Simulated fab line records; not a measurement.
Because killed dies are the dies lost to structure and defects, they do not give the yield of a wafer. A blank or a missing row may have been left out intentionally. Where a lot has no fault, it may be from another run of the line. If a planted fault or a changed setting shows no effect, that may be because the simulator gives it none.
Which tool was responsible? / flow nand-harc / 13 lots with 38 wafers sampled at 6 steps, on a route of 1159 steps

WHAT THE GAUGES SHOWED, per wafer
NHARC_END_SORT_01. Usual: defect-limited-yield 95.0 %, standard deviation 1.7; killed-at-array 29, standard deviation 12; killed-at-other 0.7, standard deviation 1; killed-at-periphery 4, standard deviation 3.2; killed-dies 34, standard deviation 12; killed-open 3.4, standard deviation 2; killed-short 1.8, standard deviation 1.3; sort_bin_2_pct 1.6 %, standard deviation 0.7; sort_bin_3_pct 0.26 %, standard deviation 0.23; sort_bin_4_pct 3.1 %, standard deviation 1.1; sort-n-pass 643, standard deviation 12; sort-rim-yield-pct 96.4 %, standard deviation 2.6; sort-yield-pct 95.0 %, standard deviation 1.7.
lot=L108; measured=day 22 03:26; on=prober-01; defect-limited-yield (%)=96.3 95.0 95.0; killed-at-array=22 31 32; killed-at-other=1 1 0; killed-at-periphery=2 2 2; killed-dies=25 34 34; killed-open=5 4 2; killed-short=0 2 3; sort_bin_2_pct (%)=1.2 1.3 1.3; sort_bin_3_pct (%)=0.15 0.44 0.30; sort_bin_4_pct (%)=2.4 3.2 3.4; sort-n-pass=652 643 643; sort-rim-yield-pct (%)=96.2 100.0 97.2; sort-yield-pct (%)=96.3 95.0 95.0; flag=
lot=L106; measured=day 23 06:07; on=prober-01; defect-limited-yield (%)=97.8; killed-at-array=14; killed-at-other=0; killed-at-periphery=1; killed-dies=15; killed-open=2; killed-short=2; sort_bin_2_pct (%)=0.9; sort_bin_3_pct (%)=0.15; sort_bin_4_pct (%)=1.2; sort-n-pass=662; sort-rim-yield-pct (%)=97.2; sort-yield-pct (%)=97.8; flag=
lot=L111; measured=day 23 17:20; on=prober-01; defect-limited-yield (%)=92.3 94.7 93.4; killed-at-array=46 28 39; killed-at-other=0 0 0; killed-at-periphery=6 8 6; killed-dies=52 36 45; killed-open=5 1 1; killed-short=1 1 2; sort_bin_2_pct (%)=2.4 2.7 1.6; sort_bin_3_pct (%)=0.44 0.15 0.59; sort_bin_4_pct (%)=4.9 2.5 4.4; sort-n-pass=625 641 632; sort-rim-yield-pct (%)=98.1 100.0 96.2; sort-yield-pct (%)=92.3 94.7 93.4; flag=

EACH LOT AND THE TOOL THAT RAN IT (in order: tool; ch and the chambers of the sampled wafers; start)
lot=L995; NHARC_A_M1_PVD_20=pvd-sputter-01, day 18 11:10 or earlier; NHARC_A_M1_ECD_22=ecd-cu-01 ch 0,1, day 18 11:10; NHARC_A_M1_ANNEAL_31=rtp-anneal-02 ch 0, day 18 11:41; NHARC_A_M1_CMP_23=cmp-03 ch 0,2,3, day 18 12:02; NHARC_A_M1_PRE_CLEAN_32=pecvd-04 ch 0,1, day 18 14:43
lot=L101; NHARC_A_M1_PVD_20=pvd-sputter-01, day 19 10:58 or earlier; NHARC_A_M1_ECD_22=ecd-cu-02 ch 0,1, day 19 10:58; NHARC_A_M1_ANNEAL_31=rtp-anneal-02 ch 0, day 19 11:23; NHARC_A_M1_CMP_23=cmp-03 ch 0,1,2, day 19 11:41; NHARC_A_M1_PRE_CLEAN_32=pecvd-01 ch 0,1, day 19 12:14
lot=L102; NHARC_A_M1_PVD_20=pvd-sputter-02, day 20 04:16 or earlier; NHARC_A_M1_ECD_22=ecd-cu-02 ch 0, day 20 04:16; NHARC_A_M1_ANNEAL_31=rtp-anneal-01 ch 0, day 20 04:41; NHARC_A_M1_CMP_23=cmp-02 ch 2,3, day 20 05:04; NHARC_A_M1_PRE_CLEAN_32=pecvd-01 ch 2, day 20 05:32
lot=L105; NHARC_A_M1_PVD_20=pvd-sputter-03, day 20 14:17 or earlier; NHARC_A_M1_ECD_22=ecd-cu-02 ch 0,1, day 20 14:17; NHARC_A_M1_ANNEAL_31=rtp-anneal-02 ch 0, day 20 14:44; NHARC_A_M1_CMP_23=cmp-01 ch 1,3, day 20 15:02; NHARC_A_M1_PRE_CLEAN_32=pecvd-02 ch 1,2, day 20 15:35
lot=L108; NHARC_A_M1_PVD_20=pvd-sputter-02, day 20 18:37 or earlier; NHARC_A_M1_ECD_22=ecd-cu-01 ch 0,1, day 20 18:37; NHARC_A_M1_ANNEAL_31=rtp-anneal-01 ch 0, day 20 19:04; NHARC_A_M1_CMP_23=cmp-03 ch 2,3, day 20 19:17; NHARC_A_M1_PRE_CLEAN_32=pecvd-02 ch 0,1,2, day 20 19:50
lot=L107; NHARC_A_M1_PVD_20=pvd-sputter-02, day 21 13:44 or earlier; NHARC_A_M1_ECD_22=ecd-cu-01 ch 0,1, day 21 13:44; NHARC_A_M1_ANNEAL_31=rtp-anneal-01 ch 0, day 21 14:11; NHARC_A_M1_CMP_23=cmp-03 ch 0,1, day 21 14:28; NHARC_A_M1_PRE_CLEAN_32=pecvd-01 ch 1,2, day 21 15:01
lot=L106; NHARC_A_M1_PVD_20=pvd-sputter-01, day 21 14:32 or earlier; NHARC_A_M1_ECD_22=ecd-cu-01 ch 0,1, day 21 14:32; NHARC_A_M1_ANNEAL_31=rtp-anneal-01 ch 0, day 21 14:53; NHARC_A_M1_CMP_23=cmp-01 ch 0,1, day 21 15:07; NHARC_A_M1_PRE_CLEAN_32=pecvd-04 ch 1,2, day 21 15:56
lot=L109; NHARC_A_M1_PVD_20=pvd-sputter-03, day 22 06:35 or earlier; NHARC_A_M1_ECD_22=ecd-cu-01 ch 0,1, day 22 06:35; NHARC_A_M1_ANNEAL_31=rtp-anneal-02 ch 0, day 22 06:58; NHARC_A_M1_CMP_23=cmp-03 ch 0,2,3, day 22 07:21; NHARC_A_M1_PRE_CLEAN_32=pecvd-04 ch 0,1,2, day 22 07:52
lot=L111; NHARC_A_M1_PVD_20=pvd-sputter-01, day 22 10:47 or earlier; NHARC_A_M1_ECD_22=ecd-cu-01 ch 0,1, day 22 10:47; NHARC_A_M1_ANNEAL_31=rtp-anneal-02 ch 0, day 22 11:13; NHARC_A_M1_CMP_23=cmp-03 ch 0,1,3, day 22 11:34; NHARC_A_M1_PRE_CLEAN_32=pecvd-04 ch 0,2, day 22 12:04
lot=L114; NHARC_A_M1_PVD_20=pvd-sputter-03, day 23 02:30 or earlier; NHARC_A_M1_ECD_22=ecd-cu-01 ch 1, day 23 02:30; NHARC_A_M1_ANNEAL_31=rtp-anneal-01 ch 0, day 23 02:56; NHARC_A_M1_CMP_23=cmp-03 ch 1,2, day 23 03:14; NHARC_A_M1_PRE_CLEAN_32=pecvd-01 ch 0,1,2, day 23 03:46
lot=L113; NHARC_A_M1_PVD_20=pvd-sputter-03, day 23 08:28 or earlier; NHARC_A_M1_ECD_22=ecd-cu-01 ch 0,1, day 23 08:28; NHARC_A_M1_ANNEAL_31=rtp-anneal-02 ch 0, day 23 08:49; NHARC_A_M1_CMP_23=cmp-02 ch 0,1,3, day 23 09:07; NHARC_A_M1_PRE_CLEAN_32=pecvd-01 ch 0,1, day 23 09:36
lot=L116; NHARC_A_M1_PVD_20=pvd-sputter-03, day 23 13:09 or earlier; NHARC_A_M1_ECD_22=ecd-cu-01 ch 0,1, day 23 13:09; NHARC_A_M1_ANNEAL_31=rtp-anneal-01 ch 0, day 23 13:37; NHARC_A_M1_CMP_23=cmp-01 ch 0,1,3, day 23 13:58; NHARC_A_M1_PRE_CLEAN_32=pecvd-02 ch 0,2, day 23 14:28
lot=L117; NHARC_A_M1_PVD_20=pvd-sputter-01, day 23 14:00 or earlier; NHARC_A_M1_ECD_22=ecd-cu-01 ch 0,1, day 23 14:00; NHARC_A_M1_ANNEAL_31=rtp-anneal-01 ch 0, day 23 14:23; NHARC_A_M1_CMP_23=cmp-03 ch 0,1,3, day 23 14:43; NHARC_A_M1_PRE_CLEAN_32=pecvd-01 ch 1,2, day 23 15:16
- NHARC_A_M1_PVD_20: deposits TaN, target thk 5 nm, time 8.06 s.
- NHARC_A_M1_ECD_22: material Cu, target thk 400 nm.
- NHARC_A_M1_ANNEAL_31: time 90 s.
- NHARC_A_M1_CMP_23: polishes, t overpolish 20 s, target thk 154.34 nm.
- NHARC_A_M1_PRE_CLEAN_32: time 12 s.

WHAT THE TOOLS THEMSELVES READ (means of the sampled wafers that have a number; where no wafer has one, the mark that the record gives instead)
NHARC_A_M1_PVD_20. Usual: cathode-dc-power-W 15000 W, standard deviation 2.5; throttle-valve-pct 30.3 %, standard deviation 1.1.
lot=L995; tool=pvd-sputter-01; cathode-dc-power-W (W)=15001; throttle-valve-pct (%)=30.6; flag=
lot=L101; tool=pvd-sputter-01; cathode-dc-power-W (W)=15001; throttle-valve-pct (%)=30.9; flag=
lot=L102; tool=pvd-sputter-02; cathode-dc-power-W (W)=14999; throttle-valve-pct (%)=31.8; flag=
lot=L105; tool=pvd-sputter-03; cathode-dc-power-W (W)=14998; throttle-valve-pct (%)=29.5; flag=
lot=L108; tool=pvd-sputter-02; cathode-dc-power-W (W)=15001; throttle-valve-pct (%)=30.6; flag=
lot=L107; tool=pvd-sputter-02; cathode-dc-power-W (W)=15000; throttle-valve-pct (%)=30.7; flag=
lot=L106; tool=pvd-sputter-01; cathode-dc-power-W (W)=14999; throttle-valve-pct (%)=30.9; flag=
lot=L109; tool=pvd-sputter-03; cathode-dc-power-W (W)=15001; throttle-valve-pct (%)=29.5; flag=
lot=L111; tool=pvd-sputter-01; cathode-dc-power-W (W)=15000; throttle-valve-pct (%)=30.9; flag=
lot=L114; tool=pvd-sputter-03; cathode-dc-power-W (W)=15000; throttle-valve-pct (%)=28.5; flag=
lot=L113; tool=pvd-sputter-03; cathode-dc-power-W (W)=15000; throttle-valve-pct (%)=28.6; flag=
lot=L116; tool=pvd-sputter-03; cathode-dc-power-W (W)=15002; throttle-valve-pct (%)=29.3; flag=
lot=L117; tool=pvd-sputter-01; cathode-dc-power-W (W)=15001; throttle-valve-pct (%)=30.6; flag=

NHARC_A_M1_ANNEAL_31. Usual: wafer_temp_C_max 225.83, standard deviation 0.24.
lot=L995 tool=rtp-anneal-02 wafer_temp_C_max=225.61 flag=
lot=L101 tool=rtp-anneal-02 wafer_temp_C_max=225.56 flag=
lot=L102 tool=rtp-anneal-01 wafer_temp_C_max=226.22 flag=
lot=L105 tool=rtp-anneal-02 wafer_temp_C_max=225.83 flag=
lot=L108 tool=rtp-anneal-01 wafer_temp_C_max=226.10 flag=
lot=L107 tool=rtp-anneal-01 wafer_temp_C_max=225.72 flag=
lot=L106 tool=rtp-anneal-01 wafer_temp_C_max=225.73 flag=
lot=L109 tool=rtp-anneal-02 wafer_temp_C_max=225.87 flag=
lot=L111 tool=rtp-anneal-02 wafer_temp_C_max=225.65 flag=
lot=L114 tool=rtp-anneal-01 wafer_temp_C_max=225.84 flag=
lot=L113 tool=rtp-anneal-02 wafer_temp_C_max=225.49 flag=
lot=L116 tool=rtp-anneal-01 wafer_temp_C_max=225.68 flag=
lot=L117 tool=rtp-anneal-01 wafer_temp_C_max=225.88 flag=

NHARC_A_M1_CMP_23. Usual: motor-current-A 12.0 A, standard deviation 0.84; time-to-endpoint-s 27.8 s, standard deviation 2.2.
lot=L995; tool=cmp-03; motor-current-A (A)=12.0; time-to-endpoint-s (s)=26.7; flag=
lot=L101; tool=cmp-03; motor-current-A (A)=12.2; time-to-endpoint-s (s)=27.3; flag=
lot=L102; tool=cmp-02; motor-current-A (A)=11.5; time-to-endpoint-s (s)=22.2; flag=
lot=L105; tool=cmp-01; motor-current-A (A)=11.7; time-to-endpoint-s (s)=24.7; flag=
lot=L108; tool=cmp-03; motor-current-A (A)=12.4; time-to-endpoint-s (s)=29.8; flag=
lot=L107; tool=cmp-03; motor-current-A (A)=12.0; time-to-endpoint-s (s)=31.8; flag=
lot=L106; tool=cmp-01; motor-current-A (A)=11.8; time-to-endpoint-s (s)=27.0; flag=
lot=L109; tool=cmp-03; motor-current-A (A)=12.3; time-to-endpoint-s (s)=25.8; flag=
lot=L111; tool=cmp-03; motor-current-A (A)=12.3; time-to-endpoint-s (s)=27.0; flag=
lot=L114; tool=cmp-03; motor-current-A (A)=11.8; time-to-endpoint-s (s)=28.3; flag=
lot=L113; tool=cmp-02; motor-current-A (A)=12.4; time-to-endpoint-s (s)=30.1; flag=
lot=L116; tool=cmp-01; motor-current-A (A)=11.6; time-to-endpoint-s (s)=30.1; flag=
lot=L117; tool=cmp-03; motor-current-A (A)=12.4; time-to-endpoint-s (s)=23.8; flag=

NHARC_A_M1_PRE_CLEAN_32. Usual: heater-power-w 629 W, standard deviation 89; susceptor-temp-C 370.02 C, standard deviation 0.21.
lot=L995; tool=pecvd-04; heater-power-w (W)=571; susceptor-temp-C (C)=370.12; flag=
lot=L101; tool=pecvd-01; heater-power-w (W)=614; susceptor-temp-C (C)=369.97; flag=
lot=L102; tool=pecvd-01; heater-power-w (W)=518; susceptor-temp-C (C)=370.12; flag=
lot=L105; tool=pecvd-02; heater-power-w (W)=727; susceptor-temp-C (C)=369.98; flag=
lot=L108; tool=pecvd-02; heater-power-w (W)=723; susceptor-temp-C (C)=370.20; flag=
lot=L107; tool=pecvd-01; heater-power-w (W)=553; susceptor-temp-C (C)=369.96; flag=
lot=L106; tool=pecvd-04; heater-power-w (W)=698; susceptor-temp-C (C)=370.13; flag=
lot=L109; tool=pecvd-04; heater-power-w (W)=582; susceptor-temp-C (C)=369.99; flag=
lot=L111; tool=pecvd-04; heater-power-w (W)=671; susceptor-temp-C (C)=369.96; flag=
lot=L114; tool=pecvd-01; heater-power-w (W)=572; susceptor-temp-C (C)=370.16; flag=
lot=L113; tool=pecvd-01; heater-power-w (W)=550; susceptor-temp-C (C)=369.75; flag=
lot=L116; tool=pecvd-02; heater-power-w (W)=735; susceptor-temp-C (C)=370.02; flag=
lot=L117; tool=pecvd-01; heater-power-w (W)=579; susceptor-temp-C (C)=370.18; flag=

THE ANSWER, worked out from the rows above alone
Rule: take the mean of a lot's wafers that have a number; if it is more than 3 standard deviations from the usual mean, the lot is off. A lot without any number at a reading at which 4 lots or more have one is off too. The other lots that the step has rows for count as sound. First the gauges in route order, then the tools' own readings, where a lot's mean is used as printed above. At the first step where some lot is off, the reading lying furthest off is the one used; lots without a number count as furthest.
Across all readings shown, no lot is off: no conclusion can be drawn from this.

WHAT THE SIMULATOR HAD PUT IN
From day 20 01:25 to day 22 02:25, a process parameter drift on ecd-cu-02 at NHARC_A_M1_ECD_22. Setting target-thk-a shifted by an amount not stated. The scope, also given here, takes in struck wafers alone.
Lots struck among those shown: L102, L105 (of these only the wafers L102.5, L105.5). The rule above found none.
